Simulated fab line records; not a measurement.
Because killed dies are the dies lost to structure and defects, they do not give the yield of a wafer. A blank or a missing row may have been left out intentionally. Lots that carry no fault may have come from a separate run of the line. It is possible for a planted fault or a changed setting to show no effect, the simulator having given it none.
The same fault as seen by 2 desks / flow nandHarc / what lay behind the numbers comes last; until then each desk has only its own

THE DEFECT DESK
Lot by lot, what the route's inspections counted, given as the mean of those sampled wafers with a number. Marked OUT: a lot whose mean sits more than 4 standard deviations from the usual mean, which makes it out of limits; the brackets give that distance.
Columns: A = rawDefectCount at NHARC_P_BONDPAD_INSPECT_23, usual 348
lot=L442; first seen here=day 6 23:22; A=460
lot=L443; first seen here=day 7 13:11; A=407
lot=L444; first seen here=day 7 21:23; A=576
lot=L445; first seen here=day 8 08:45; A=321
lot=L447; first seen here=day 9 04:05; A=258
lot=L448; first seen here=day 9 20:01; A=213
lot=L449; first seen here=day 10 01:46; A=264
lot=L450; first seen here=day 11 00:13; A=248
lot=L452; first seen here=day 11 07:05; A=343
lot=L453; first seen here=day 11 14:53; A=380
lot=L455; first seen here=day 12 16:08; A=207
lot=L461; first seen here=day 15 03:00; A=241
lot=L462; first seen here=day 15 14:20; A=248
lot=L463; first seen here=day 15 19:50; A=349
lot=L464; first seen here=day 16 03:46; A=264
This desk found nothing out of limits on any of the 15 lots.

METROLOGY DESK
Means of the sampled wafers that have a number, per lot and without regard to the tool the lot ran on: this is what the gauges read. Marked OUT: a lot whose mean sits more than 4 standard deviations from the usual mean, which makes it out of limits; the brackets give that distance.
Columns: A = thkNm at NHARC_A_ONON_D1_THK_MEAS_02, usual 998 nm
lot=L442; first seen here=day 8 02:27; A=999
lot=L443; first seen here=day 8 12:26; A=998
lot=L444; first seen here=day 8 22:56; A=1004
lot=L445; first seen here=day 9 07:50; A=1007
lot=L447; first seen here=day 10 03:49; A=1015
lot=L448; first seen here=day 10 20:28; A=988
lot=L449; first seen here=day 11 01:16; A=1003
lot=L450; first seen here=day 12 02:41; A=991
lot=L452; first seen here=day 12 07:25; A=985
lot=L453; first seen here=day 12 13:58; A=1017
lot=L455; first seen here=day 13 16:26; A=1001
lot=L461; first seen here=day 16 02:43; A=1096 (+11) OUT
lot=L462; first seen here=day 16 14:44; A=1033 (+4.1) OUT
lot=L463; first seen here=day 16 20:05; A=996
lot=L464; first seen here=day 17 05:56; A=1060 (+7.2) OUT
This desk's verdict: out of limits on L461, L462, L464, starting with L461 at day 16 02:43 (thkNm at NHARC_A_ONON_D1_THK_MEAS_02). L442, L443, L444, L445, L447, L448, L449, L450, L452, L453, L455, L463 stayed within limits.

ALL TOGETHER
Metrology desk: alarm possible at day 16 02:43 on L461, L462, L464.
Nothing the defect desk looked at was out of limits.
The defect desk has L461, L462, L464 on record, within its limits.
Of the lots named, all ran NHARC_A_ONON_D1_DEP_00 on pecvdOnon-03.

WHAT THE SIMULATOR HAD INSERTED
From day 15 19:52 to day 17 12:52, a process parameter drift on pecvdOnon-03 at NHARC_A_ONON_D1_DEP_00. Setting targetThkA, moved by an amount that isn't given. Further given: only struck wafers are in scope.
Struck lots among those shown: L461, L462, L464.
Delay in hours, fault start to first out-of-limits reading, per desk: metrology desk 7.
